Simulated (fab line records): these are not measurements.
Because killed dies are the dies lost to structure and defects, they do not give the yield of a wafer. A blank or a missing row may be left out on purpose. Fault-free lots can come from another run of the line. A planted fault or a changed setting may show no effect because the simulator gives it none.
The tool behind it: which one? || flow n5-finfet || 10 lots, 30 wafers sampled, at 2 steps of a route of 1938

WHAT THE GAUGES SHOWED, per wafer
N5_BEOL_M5_OVL_MEAS_29.
{"lot": "L126", "measured": "day 7 15:40", "on": "overlay-01", "V4_OVL (nm)": "-0.7 -0.2 0.0"}
{"lot": "L130", "measured": "day 8 15:13", "on": "overlay-01", "V4_OVL (nm)": "0.4 0.5 0.6"}
{"lot": "L131", "measured": "day 8 23:05", "on": "overlay-01", "V4_OVL (nm)": "-0.7 -0.5 0.5"}
{"lot": "L135", "measured": "day 9 21:18", "on": "overlay-02", "V4_OVL (nm)": "-1.1 -1.1 -1.0"}
{"lot": "L136", "measured": "day 10 04:07", "on": "overlay-01", "V4_OVL (nm)": "0.6 -0.6 0.0"}
{"lot": "L137", "measured": "day 11 01:44", "on": "overlay-01", "V4_OVL (nm)": "0.3 0.9 0.1"}
{"lot": "L138", "measured": "day 11 05:41", "on": "overlay-02", "V4_OVL (nm)": "-0.5 -0.3 -0.5"}
{"lot": "L139", "measured": "day 11 07:19", "on": "overlay-01", "V4_OVL (nm)": "0.9 0.7 0.4"}
{"lot": "L141", "measured": "day 11 13:28", "on": "overlay-02", "V4_OVL (nm)": "-0.1 0.5 -0.8"}
{"lot": "L149", "measured": "day 14 07:39", "on": "overlay-02", "V4_OVL (nm)": "-0.7 -0.4 0.5"}

WHICH TOOL RAN EACH LOT (tool, then ch and the chambers of the sampled wafers, then the start)
{"lot": "L126", "N5_BEOL_M5_STRIP_64": "rie-diel-04 ch 0,1,2, day 7 14:52"}
{"lot": "L130", "N5_BEOL_M5_STRIP_64": "rie-diel-03 ch 1,2, day 8 14:26"}
{"lot": "L131", "N5_BEOL_M5_STRIP_64": "rie-diel-04 ch 0,1,3, day 8 21:20"}
{"lot": "L135", "N5_BEOL_M5_STRIP_64": "rie-diel-05 ch 0,3, day 9 19:52"}
{"lot": "L136", "N5_BEOL_M5_STRIP_64": "rie-diel-03 ch 1,2,3, day 10 03:02"}
{"lot": "L137", "N5_BEOL_M5_STRIP_64": "rie-diel-04 ch 1,2, day 11 00:50"}
{"lot": "L138", "N5_BEOL_M5_STRIP_64": "rie-diel-04 ch 0,3, day 11 03:21"}
{"lot": "L139", "N5_BEOL_M5_STRIP_64": "rie-diel-05 ch 1,3, day 11 06:45"}
{"lot": "L141", "N5_BEOL_M5_STRIP_64": "rie-diel-03 ch 0,2,3, day 11 11:49"}
{"lot": "L149", "N5_BEOL_M5_STRIP_64": "rie-diel-04 ch 2,3, day 14 06:31"}
- N5_BEOL_M5_STRIP_64: strips in CF4.

WHAT THE TOOLS THEMSELVES READ (means of the sampled wafers that have a number; where no wafer has one, the mark that the record gives instead)
N5_BEOL_M5_STRIP_64.
{"lot": "L126", "tool": "rie-diel-04", "drypump-motor-current-A (A)": 5.71, "oes-product-au (a.u.)": 0.75, "rf-vpp-V (V)": 269.8, "showerhead-plenum-p-Torr (Torr)": 1.72, "throttle-valve-pct (%)": 13.57}
{"lot": "L130", "tool": "rie-diel-03", "drypump-motor-current-A (A)": 5.61, "oes-product-au (a.u.)": 0.75, "rf-vpp-V (V)": 271.0, "showerhead-plenum-p-Torr (Torr)": 1.78, "throttle-valve-pct (%)": 13.76}
{"lot": "L131", "tool": "rie-diel-04", "drypump-motor-current-A (A)": 5.91, "oes-product-au (a.u.)": 0.76, "rf-vpp-V (V)": 270.6, "showerhead-plenum-p-Torr (Torr)": 1.75, "throttle-valve-pct (%)": 13.63}
{"lot": "L135", "tool": "rie-diel-05", "drypump-motor-current-A (A)": 5.87, "oes-product-au (a.u.)": 0.70, "rf-vpp-V (V)": 271.0, "showerhead-plenum-p-Torr (Torr)": 1.75, "throttle-valve-pct (%)": 13.96}
{"lot": "L136", "tool": "rie-diel-03", "drypump-motor-current-A (A)": 5.69, "oes-product-au (a.u.)": 0.81, "rf-vpp-V (V)": 271.7, "showerhead-plenum-p-Torr (Torr)": 1.83, "throttle-valve-pct (%)": 13.57}
{"lot": "L137", "tool": "rie-diel-04", "drypump-motor-current-A (A)": 5.75, "oes-product-au (a.u.)": 0.86, "rf-vpp-V (V)": 271.8, "showerhead-plenum-p-Torr (Torr)": 1.85, "throttle-valve-pct (%)": 13.25}
{"lot": "L138", "tool": "rie-diel-04", "drypump-motor-current-A (A)": 5.74, "oes-product-au (a.u.)": 0.71, "rf-vpp-V (V)": 269.8, "showerhead-plenum-p-Torr (Torr)": 1.74, "throttle-valve-pct (%)": 13.81}
{"lot": "L139", "tool": "rie-diel-05", "drypump-motor-current-A (A)": 5.90, "oes-product-au (a.u.)": 0.80, "rf-vpp-V (V)": 270.2, "showerhead-plenum-p-Torr (Torr)": 1.73, "throttle-valve-pct (%)": 13.60}
{"lot": "L141", "tool": "rie-diel-03", "drypump-motor-current-A (A)": 5.92, "oes-product-au (a.u.)": 0.79, "rf-vpp-V (V)": 271.9, "showerhead-plenum-p-Torr (Torr)": 1.84, "throttle-valve-pct (%)": 13.62}
{"lot": "L149", "tool": "rie-diel-04", "drypump-motor-current-A (A)": 5.81, "oes-product-au (a.u.)": 0.80, "rf-vpp-V (V)": 271.9, "showerhead-plenum-p-Torr (Torr)": 1.86, "throttle-valve-pct (%)": 13.51}

THE ANSWER, worked out from the rows above alone
Rule: what is usual is taken from the lots themselves. Put in order of their means at a reading, lots are off if they are a third of the lots or fewer, leave a main group of 4 or more, and stand apart from it by a gap of 3 or more times the standard deviation of the main group's means; of several such gaps the widest counts. Not used: any main group whose means are identical at the precision the tables above print for the reading. A lot without any number at a reading at which 4 lots or more have one is off too. Any other lot the step has rows for is counted as sound. Order of review: gauges by route order, followed by the tools' own readings, for which a lot's mean as printed above is used. At the first step where some lot is off, the reading lying furthest off is the one used; lots without a number count as furthest.
Nothing can be told from this: no lot is off at any reading shown.

WHAT HAD BEEN PUT IN BY THE SIMULATOR
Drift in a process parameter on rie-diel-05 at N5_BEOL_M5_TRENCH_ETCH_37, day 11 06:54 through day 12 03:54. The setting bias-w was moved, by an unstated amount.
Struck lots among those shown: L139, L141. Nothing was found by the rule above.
